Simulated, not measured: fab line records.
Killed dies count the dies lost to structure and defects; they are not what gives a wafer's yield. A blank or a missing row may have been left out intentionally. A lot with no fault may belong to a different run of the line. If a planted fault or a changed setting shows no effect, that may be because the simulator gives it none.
A lot that was struck, set against a sound lot / flow n5 finfet / 15 out of 1938 route steps
Sound: wafers L438.2, L438.3, L438.5. Struck: wafer L447.5; the same lot's L447.6 was not struck, so it is left out; see the end for the cause.
Per side, at each step with rows, come the tool, then ch with its chambers, and then its first start. Under that, the readings that differ: sound wafers / struck wafers / difference of the means / sigmas: that difference in standard deviations of wafers without a fault.
alike: a reading whose means differ by less than 2 such deviations, as well as words and numbers matching on both sides. not compared: withheld readings; readings where some wafer has no value; bounds like >300 that might hide an equal value; numbers whose values overlap and for which the record gives no deviation.
The two part at a step that has a row with sigmas, a row that says differs or no value, or rows on one side only. Numbers that don't overlap but have no deviation are shown without sigmas and don't part them. A reading missing from all wafers of one side parts the sides only when that side holds two or more wafers.

first, 4 steps without rows for these wafers: N5_BEOL_M4_SOFTBAKE_23 (time 60 s); N5_BEOL_M4_EXPOSE_25 (exposes mask V3, defocus 5 nm); N5_BEOL_M4_PEB_26 (peb time 60 s); N5_BEOL_M4_DEVELOP_27 (develop time 30 s).
N5_BEOL_M4_CD_MEAS_28: target cd 26.2 nm, target cd y 24.1 nm.
  sound on cd sem-01 ch 0, day 12 19:55; struck on cd sem-03 ch 0, day 15 16:05
  alike: cd nm
N5_BEOL_M4_OVL_MEAS_29:
  sound on overlay-01 ch 0, day 12 19:57; struck on overlay-02 ch 0, day 15 16:07
  alike: V3_OVL
N5_BEOL_M4_INSPECT_30: inspects for defects (brightfield).
  sound on defect inspect-01 at day 12 20:01; struck on defect inspect-02 at day 15 16:10
  alike: raw defect count
N5_BEOL_M4_DESCUM_33: chemistry O2, time 7 s.
  sound on rie diel-04 ch 0,1,2, day 12 20:03; struck on rie diel-06 ch 1, day 15 16:13
  alike: drypump motor current A, oes product au, rf vpp V, showerhead plenum p Torr, throttle valve pct
  not compared: rf hours counter h
N5_BEOL_M4_ETCH_77: etches underlayer in N2/H2, target depth 6.5 nm, time 5.2 s.
  sound on rie diel-04 ch 0,1,2, day 12 20:05; struck on rie diel-06 ch 1, day 15 16:14
reading=rf vpp V (V); sound=527.1 529.2 524.2; struck=522.2; difference=-4.6; sigmas=-2
  alike: drypump motor current A, etch rf on time s, n2 flow sccm, oes product au, showerhead plenum p Torr, throttle valve pct
  not compared: rf hours counter h
N5_BEOL_M4_ETCH_69: etches SiARC in CF4, target depth 15.6 nm, time 26 s.
  sound on rie diel-04 ch 0,1,2, day 12 20:06; struck on rie diel-06 ch 1, day 15 16:16
  alike: drypump motor current A, etch rf on time s, oes product au, rf vpp V, showerhead plenum p Torr, throttle valve pct
  not compared: rf hours counter h
N5_BEOL_M4_ALD_98: deposits SiO2, target thk 2.5 nm, pulse time 1 s, co reactant pulse time 1 s.
  sound on ald sin-01 ch 1,2, day 12 20:19; struck on ald sin-03 ch 1, day 15 16:22
  alike: heater power w, precursor pulse height rel
N5_BEOL_M4_ETCHBACK_99: etches SiO2 in CHF3, target depth 5 nm, time 10.4 s.
  sound on rie diel-06 ch 0,1, day 12 20:29; struck on rie diel-01 ch 2, day 15 21:04
  alike: drypump motor current A, oes product au, rf vpp V, showerhead plenum p Torr, throttle valve pct
  not compared: rf hours counter h
N5_BEOL_M4_ETCH_70: etches SOC in N2/H2, target depth 80 nm, overetch 24 nm, time 130 s.
  sound on rie diel-06 ch 0,1, day 12 20:31; struck on rie diel-01 ch 2, day 15 21:07
reading=model.SiARC_of_BEOL_M4_COAT_68.thk nm (nm); sound=5.6 6 6; struck=6.4; difference=+0.5; sigmas=
  alike: drypump motor current A, n2 flow sccm, oes product au, rf vpp V, showerhead plenum p Torr, throttle valve pct
  not compared: rf hours counter h
then, 1 step without rows for these wafers: N5_BEOL_M4_STRIP_71 (strips in N2/H2).
N5_BEOL_M4_RC_MEAS_101:
  sound on prober-02 ch 0, day 13 02:11; struck on prober-02 ch 0, day 16 02:09
reading=VT_P (mV); sound=-245 -243 -245; struck=-252; difference=-8; sigmas=-2
  alike: DIBL_N, DIBL_P, IOFF_N, IOFF_P, ION_N, ION_P, SS_N, SS_P, VT_N

WHERE THEY PART
At N5_BEOL_M4_ETCH_77 first; at N5_BEOL_M4_RC_MEAS_101 last (within this record only).

WHY: what the simulator had put in
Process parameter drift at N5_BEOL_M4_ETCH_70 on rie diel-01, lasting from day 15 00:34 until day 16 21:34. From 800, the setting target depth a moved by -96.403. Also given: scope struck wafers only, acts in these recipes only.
